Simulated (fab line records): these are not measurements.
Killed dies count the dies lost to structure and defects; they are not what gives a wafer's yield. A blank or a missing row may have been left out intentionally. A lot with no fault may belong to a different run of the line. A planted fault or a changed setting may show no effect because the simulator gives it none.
fab line records    flow nand_harc
[record] lots = 12  wafers = 36  last_day = 33
route steps=1302 shown P_CONTACT@246 P_M0@267 P_M1@296 END@1302
lots untouched by any fault: they come from a run of this same line in which no faults occurred
start_h: hours from the record's first day to the start of the lot's first wafer shown    wait_h: hours from the lot's prior step to this one    " identical to the entry in the row above    L1.1+2: one row covering several wafers at once    - no value present, or no start provided    * or withheld: withheld    < > ~ a bound
route shown NAME@n: names a module that has steps shown in the file, with the first one's number in the route    usual: average and standard deviation across the fault-free wafers    same: alike in all rows    chamber/n: place in a boat    sites: per-site readings    _std_site: standard deviation across them    _edge_site: the outer-site mean with the inner-site mean subtracted    radius_mm: how far each site lies from the wafer's centre    mask NAME#n: copy n    behind: the tool/chamber that last shaped the wafer    hold: cause of the lot's hold/its duration in hours/its outcome    device: the n, p or np transistor that did not switch    end of line: at the end of the route, the tests of the same wafers    for a step that has no rows: nothing shown but its recipe    killed: dies that structure and defects cost at the first sort, which is not the same as the wafer's yield    map: dies across one wafer; x = killed, . = not, _ = none there
set.NAME: setting as actually run; set.NAME@STEP: the setting as run at that earlier step    model.NAME: the simulator's own value behind a step, which no gauge read
the route's steps for a sample of lots (tables are steps, rows are wafers)
services: when a tool's chamber went out of use (start_h, in hours from the record's first day, below 0 if earlier), for how many hours, and the reason
[[steps]]
[step NHARC_P_CONTACT_PVD_32]
[recipe] target_thk_a = 50  chamber_pressure_pa = 5  power_w = 5000  substrate_temp_c = 200  time_s = 17.7  material = Ti
[usual] throttle_valve_pct = 29.9/0.67
lot.wafer  tool            chamber  start_h  wait_h  throttle_valve_pct
L718.1     pvd_sputter-01  -        -        -       29.1
L718.2     "               -        "        "       29.0
L718.6     "               -        "        "       29.7
L720.4     pvd_sputter-01  -        -        -       29.3
L720.3     "               -        "        "       29.1
L720.5     "               -        "        "       29.3
L721.1     pvd_sputter-02  -        -        -       30.9
L721.2     "               -        "        "       30.9
L721.4     "               -        "        "       29.7
L722.2     pvd_sputter-02  -        -        -       29.8
L722.6     "               -        "        "       30.7
L722.5     "               -        "        "       30.3
L723.3     pvd_sputter-01  -        -        -       29.4
L723.2     "               -        "        "       29.4
L723.4     "               -        "        "       29.7
L724.4     pvd_sputter-01  -        -        -       29.0
L724.2     "               -        "        "       29.5
L724.6     "               -        "        "       29.2
L725.1     pvd_sputter-03  -        -        -       29.4
L725.6     "               -        "        "       29.6
L725.5     "               -        "        "       30.1
L726.4     pvd_sputter-01  -        -        -       29.1
L726.1     "               -        "        "       29.2
L726.5     "               -        "        "       29.2
L727.3     pvd_sputter-03  -        -        -       30.8
L727.1     "               -        "        "       30.0
L727.5     "               -        "        "       30.7
L728.2     pvd_sputter-02  -        -        -       30.8
L728.5     "               -        "        "       29.6
L728.6     "               -        "        "       30.9
L730.4     pvd_sputter-02  -        -        -       30.8
L730.2     "               -        "        "       29.6
L730.5     "               -        "        "       30.9
L741.2     pvd_sputter-01  -        -        -       30.1
L741.4     "               -        "        "       29.5
L741.3     "               -        "        "       29.6
[step NHARC_P_M0_ETCH_34]
[recipe] target_depth_a = 400  overetch_a = 120  time_s = 43.94  ion_energy_ev = 200  n2_flow_sccm = 150  h2_flow_sccm = 150  ar_flow_sccm = 0  rf_w = 400  bias_w = 150  chemistry = N2/H2
[usual] drypump_motor_current_A = 5.9/0.4  oes_product_au = 0.999/0.014  rf_vpp_V = 430.1/2.8  showerhead_plenum_p_Torr = 2.03/0.095  throttle_valve_pct = 14.171/0.0097
lot.wafer  tool         chamber  start_h  wait_h  drypump_motor_current_A  oes_product_au  rf_hours_counter_h  rf_vpp_V  showerhead_plenum_p_Torr  throttle_valve_pct
L718.1     rie_diel-02  3        121.36   0.1     5.6                      1.010           14                  433.7     2.16                      14.174
L718.2     "            2        "        "       5.9                      0.985           7                   428.2     1.97                      14.172
L718.6     "            0        "        "       5.5                      0.986           -                   432.2     2.13                      14.184
L720.4     rie_diel-02  2        137.63   0.8     5.9                      1.002           9                   428.8     1.97                      14.179
L720.3     "            3        "        "       5.6                      1.011           16                  432.9     2.16                      14.157
L720.5     "            1        "        "       5.2                      1.009           -                   429.6     2.05                      14.175
L721.4     rie_diel-13  2        153.66   0.1     6.5                      1.011           48                  431.0     2.05                      14.171
L721.2     "            0        "        "       6.3                      1.001           48                  434.2     2.12                      14.166
L721.1     "            1        "        "       6.4                      0.986           50                  426.7     1.90                      14.181
L722.2     rie_diel-03  0        158.72   0.1     6.2                      1.015           16                  429.4     2.02                      14.149
L722.5     "            0        "        "       6.2                      1.008           -                   431.1     2.02                      14.179
L722.6     "            1        "        "       6.2                      0.983           -                   425.9     1.91                      14.168
L723.3     rie_diel-02  0        169.39   0.1     5.5                      0.981           22                  432.1     2.13                      14.186
L723.4     "            1        "        "       5.2                      1.014           23                  432.3     2.05                      14.177
L723.2     "            3        "        "       5.5                      0.995           22                  435.2     2.16                      14.162
L724.2     rie_diel-03  0        181.18   0.1     6.2                      1.021           27                  429.3     2.01                      14.172
L724.4     "            3        "        "       5.9                      1.018           23                  434.5     2.19                      14.164
L724.6     "            0        "        "       6.2                      1.022           -                   429.7     2.01                      14.172
L725.1     rie_diel-02  0        189.53   0.1     5.5                      0.986           26                  432.3     2.12                      14.171
L725.5     "            1        "        "       5.2                      1.013           -                   430.1     2.05                      14.169
L725.6     "            2        "        "       5.9                      0.991           -                   429.2     1.96                      14.169
L726.1     rie_diel-13  3        202.05   0.1     5.5                      1.016           6                   425.8     1.92                      14.173
L726.4     "            0        "        "       6.4                      1.002           6                   433.2     2.12                      14.187
L726.5     "            3        "        "       5.5                      1.012           -                   427.6     1.92                      14.163
L727.3     rie_diel-03  2        207.03   0.1     6.0                      1.010           34                  428.7     1.96                      14.159
L727.1     "            0        "        "       6.2                      1.007           35                  429.5     2.01                      14.162
L727.5     "            2        "        "       6.0                      1.017           -                   428.3     1.96                      14.166
L728.2     rie_diel-03  1        221.64   0.1     6.2                      0.983           40                  426.8     1.90                      14.169
L728.6     "            3        "        "       5.9                      1.019           -                   433.4     2.18                      14.175
L728.5     "            0        "        "       6.1                      1.019           -                   430.2     2.01                      14.153
L730.2     rie_diel-02  1        241.02   0.1     5.2                      1.018           3                   431.0     2.05                      14.160
L730.4     "            3        "        "       5.6                      0.992           3                   433.3     2.16                      14.177
L730.5     "            1        "        "       5.2                      1.010           -                   429.9     2.05                      14.164
L741.2     rie_diel-02  2        349.20   0.1     5.9                      1.002           23                  428.6     1.96                      14.164
L741.4     "            3        "        "       5.5                      0.993           19                  435.2     2.15                      14.192
L741.3     "            1        "        "       5.2                      0.979           23                  431.1     2.04                      14.180
[step NHARC_P_M0_ECD_22]
[recipe] target_thk_a = 4000  bath_temp_c = 25  material = Cu
lot.wafer   tool       chamber  start_h  wait_h
L718.1+2+6  ecd_cu-01  1,0,0    122.58   -
L720.3+4+5  ecd_cu-02  1,0,1    138.91   -
L721.2+1+4  ecd_cu-02  0,1,0    154.89   -
L722.2+5+6  ecd_cu-02  0,1,0    160.00   -
L723.2+4+3  ecd_cu-02  1,0,1    170.76   -
L724.2+4+6  ecd_cu-01  1,0,0    182.43   -
L725.1+5+6  ecd_cu-02  1,1,0    190.74   -
L726.1+4+5  ecd_cu-01  0,0,1    203.25   -
L727.1+3+5  ecd_cu-01  0,0,1    208.26   -
L728.2+5+6  ecd_cu-02  0,0,1    222.82   -
L730.2+4+5  ecd_cu-02  1        242.26   -
L741.2+4+3  ecd_cu-02  0,1,0    350.45   -
[step NHARC_P_M0_CMP_23]
[recipe] t_overpolish_s = 20  target_thk_nm = 117.54
[usual] motor_current_A = 12.2/1.4  time_to_endpoint_s = 29/3.5
lot.wafer  tool    chamber  start_h  wait_h  motor_current_A  time_to_endpoint_s
L718.2     cmp-01  1        123.34   -       10.1             32
L718.1     "       2        "        "       11.2             31
L718.6     "       0        "        "       13.8             32
L720.3     cmp-01  0        139.56   -       13.8             30
L720.4     "       2        "        "       11.5             30
L720.5     "       0        "        "       13.3             27
L721.1     cmp-01  2        155.61   -       11.2             31
L721.4     "       3        "        "       12.4             32
L721.2     "       1        "        "       9.7              34
L722.2     cmp-02  1        160.67   -       14.1             22
L722.6     "       1        "        "       14.0             25
L722.5     "       2        "        "       11.3             27
L723.4     cmp-01  3        171.43   -       12.3             32
L723.3     "       0        "        "       13.6             29
L723.2     "       1        "        "       10.1             32
L724.2     cmp-01  2        183.11   -       11.8             32
L724.4     "       1        "        "       10.5             33
L724.6     "       2        "        "       12.0             33
L725.1     cmp-01  2        191.46   -       11.7             34
L725.6     "       2        "        "       11.9             34
L725.5     "       3        "        "       12.5             32
L726.4     cmp-02  2        204.04   -       11.1             28
L726.1     "       3        "        "       12.0             23
L726.5     "       0        "        "       12.6             33
L727.3     cmp-02  0        208.94   -       12.3             30
L727.1     "       3        "        "       12.3             25
L727.5     "       0        "        "       11.6             31
L728.2     cmp-01  3        223.63   -       12.9             33
L728.5     "       0        "        "       13.9             32
L728.6     "       1        "        "       9.9              34
L730.2     cmp-01  0        242.92   -       14.1             28
L730.4     "       2        "        "       11.3             32
L730.5     "       1        "        "       9.9              31
L741.4     cmp-02  0        351.12   -       11.7             13
L741.3     "       1        "        "       14.5             6
L741.2     "       2        "        "       11.3             31
[step NHARC_P_M1_OVL_MEAS_10]
[recipe] pitch_nm = 260
[usual] overlay_x_nm = 0.0/0.75  overlay_y_nm = 0.0/0.71
lot.wafer  tool        chamber  start_h  wait_h  overlay_x_nm  overlay_y_nm
L718.1     overlay-02  -        125.27   -       -0.9          1.0
L718.2     "           -        "        "       -0.6          0.8
L718.6     "           -        "        "       -0.6          0.7
L720.3     overlay-01  -        141.47   -       -0.1          -0.4
L720.4     "           -        "        "       0.2           -0.2
L720.5     "           -        "        "       0.1           0.0
L721.1     overlay-02  -        157.56   -       -0.2          0.6
L721.2     "           -        "        "       -0.5          1.0
L721.4     "           -        "        "       0.3           0.7
L722.2     overlay-01  -        162.51   -       0.1           -0.1
L722.5     "           -        "        "       -0.1          0.9
L722.6     "           -        "        "       -0.2          0.6
L723.2     overlay-02  -        173.38   -       1.2           0.8
L723.3     "           -        "        "       0.9           0.1
L723.4     "           -        "        "       0.4           0.8
L724.2     overlay-01  -        184.93   -       0.2           -0.3
L724.4     "           -        "        "       1.0           -0.3
L724.6     "           -        "        "       1.0           0.0
L725.1     overlay-01  -        193.52   -       1.8           0.1
L725.5     "           -        "        "       1.5           0.7
L725.6     "           -        "        "       1.0           0.4
L726.1     overlay-01  -        205.98   -       -0.1          0.5
L726.4     "           -        "        "       0.7           1.0
L726.5     "           -        "        "       0.4           0.3
L727.1     overlay-01  -        210.83   -       -0.5          0.0
L727.3     "           -        "        "       -0.8          0.1
L727.5     "           -        "        "       -0.7          0.8
L728.2     overlay-02  -        225.69   -       -1.6          0.6
L728.5     "           -        "        "       -1.1          0.4
L728.6     "           -        "        "       -1.3          0.6
L730.2     overlay-02  -        244.88   -       -0.7          0.0
L730.4     "           -        "        "       -0.2          0.5
L730.5     "           -        "        "       -0.3          0.5
L741.2     overlay-01  -        352.94   -       1.0           0.0
[step NHARC_END_SORT_01]
[recipe] temp_c = 25
[usual] defect_limited_yield = 90/4.1  killed_at_array = 63/27  killed_at_other = 0.7/1.2  killed_at_periphery = 3.1/2  killed_dies = 67/28  killed_open = 3.0/1.9  killed_short = 2.2/1.5
[same] gross_dies = 677
lot.wafer  tool       chamber  start_h  wait_h  defect_limited_yield[%]  killed_at_array  killed_at_other  killed_at_periphery  killed_dies  killed_open  killed_short
L728.2     prober-02  0        659.69   2.8     96                       22               0                4                    26           6            2
L728.6     prober-02  0        662.81   3.9     96                       22               0                4                    26           6            1
L741.2     prober-02  0        791.80   2.8     94                       34               4                5                    43           2            2
L741.3     prober-02  0        792.60   3.1     2                        33               1                630                  664          3            1
L741.4     prober-02  0        793.39   3.4     3                        39               0                619                  658          3            2
// killed by level:class
L728.2 A_CHANNEL_HOLE_D1:chamber_film_flake=5 A_STAIRCASE:chamber_film_flake=5 P_ZERO_WELL:chamber_film_flake=2 A_SLIT:chamber_film_flake=2 A_CONTACT:chamber_film_flake=2 P_GATE:geometric_particle:open=1 P_CONTACT:geometric_particle:open=1 A_DECK1_JOINT:geometric_particle:open=1
L728.6 A_CHANNEL_HOLE_D1:chamber_film_flake=8 A_CONTACT:chamber_film_flake=3 P_M1:geometric_particle:open=2 A_M1:geometric_particle:open=2 A_CHANNEL_FILL_D1:chamber_film_flake=2 A_CHANNEL_HOLE_D2:unspecified=2 A_CHANNEL_HOLE_D2:chamber_film_flake=2 P_STI:geometric_particle:short=1
L741.2 A_CHANNEL_HOLE_D1:chamber_film_flake=21 P_BONDPAD:chamber_film_flake=4 A_SLIT:chamber_film_flake=4 THIN_TSV:chamber_film_flake=4 A_STAIRCASE:chamber_film_flake=3 P_CONTACT:geometric_particle:short=1 A_ONON_D1:geometric_particle:open=1 A_WL_FILL:geometric_particle:short=1
L741.3 P_M0:area_ecd=628 A_CHANNEL_HOLE_D1:chamber_film_flake=12 A_SLIT:chamber_film_flake=9 A_CONTACT:chamber_film_flake=5 A_CHANNEL_HOLE_D2:chamber_film_flake=2 A_STAIRCASE:chamber_film_flake=2 P_CONTACT:geometric_particle:open=1 P_BONDPAD:geometric_particle:open=1
L741.4 P_M0:area_ecd=615 A_CHANNEL_HOLE_D1:chamber_film_flake=19 A_SLIT:chamber_film_flake=8 A_CONTACT:chamber_film_flake=3 A_CHANNEL_FILL_D1:chamber_film_flake=2 A_STAIRCASE:chamber_film_flake=2 P_M0:geometric_particle:short=1 P_M0:geometric_particle:open=1
[[services]]
tool            chamber  start_h  hours  kind
rie_diel-02     0        102.49   3.1    repair
pvd_sputter-02  -        104.00   10.0   pm
rie_diel-03     -        105.50   9.0    pm
rie_diel-02     -        112.58   0.3    repair
rie_diel-03     -        123.34   0.4    repair
cmp-02          -        127.95   5.0    repair
ecd_cu-01       -        132.68   0.5    repair
cmp-01          -        134.40   1.3    repair
cmp-02          -        134.50   4.0    pm
cmp-01          -        146.87   2.2    repair
rie_diel-02     2        151.01   7.0    repair
cmp-01          -        153.95   0.9    repair
cmp-01          -        185.81   4.0    pm
cmp-01          -        214.28   4.4    repair
rie_diel-02     -        216.74   9.0    pm
ecd_cu-02       -        218.47   3.9    repair
pvd_sputter-01  -        226.00   10.0   pm
cmp-01          -        238.01   0.5    repair
ecd_cu-02       -        244.00   8.0    pm
rie_diel-02     3        254.99   22.7   repair
cmp-01          -        264.20   0.3    repair
cmp-01          -        283.81   4.0    pm
cmp-01          -        292.72   1.7    repair
cmp-01          -        302.81   5.1    repair
[[key]]
[first_sign] step = NHARC_P_M0_CMP_23  reading = time_to_endpoint_s  direction = down  sigmas = 5.6  usual = *  struck = *
[effect] step = NHARC_END_SORT_01  reading = killed_at_periphery  direction = up  sigmas = 99+  usual = 3.1  struck = 624.5
[more_kills_born_at] NHARC_P_M0_ECD_22@ecd_cu-02 = 1243
met_at NHARC_P_M0_ECD_22
struck_lots L741
struck_wafers L741.3,L741.4
later_rows_left_out L741.3,L741.4
not_acting_at NHARC_P_CONTACT_PVD_32,NHARC_P_M0_ETCH_34,NHARC_P_M1_OVL_MEAS_10
onset_between 242.26 350.45
[fault] kind = process_parameter_drift  tool = ecd_cu-02  chamber = -  onset_h = 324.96  steps = NHARC_P_M0_ECD_22  channel = target_thk_a  offset = *  shape = step  end_h = 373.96  scope = struck_wafers_only  acts_in = *  stated = *
// later_rows_left_out: the simulator's readings of these wafers behind a module that went badly wrong aren't trusted and aren't shown, but for the sort
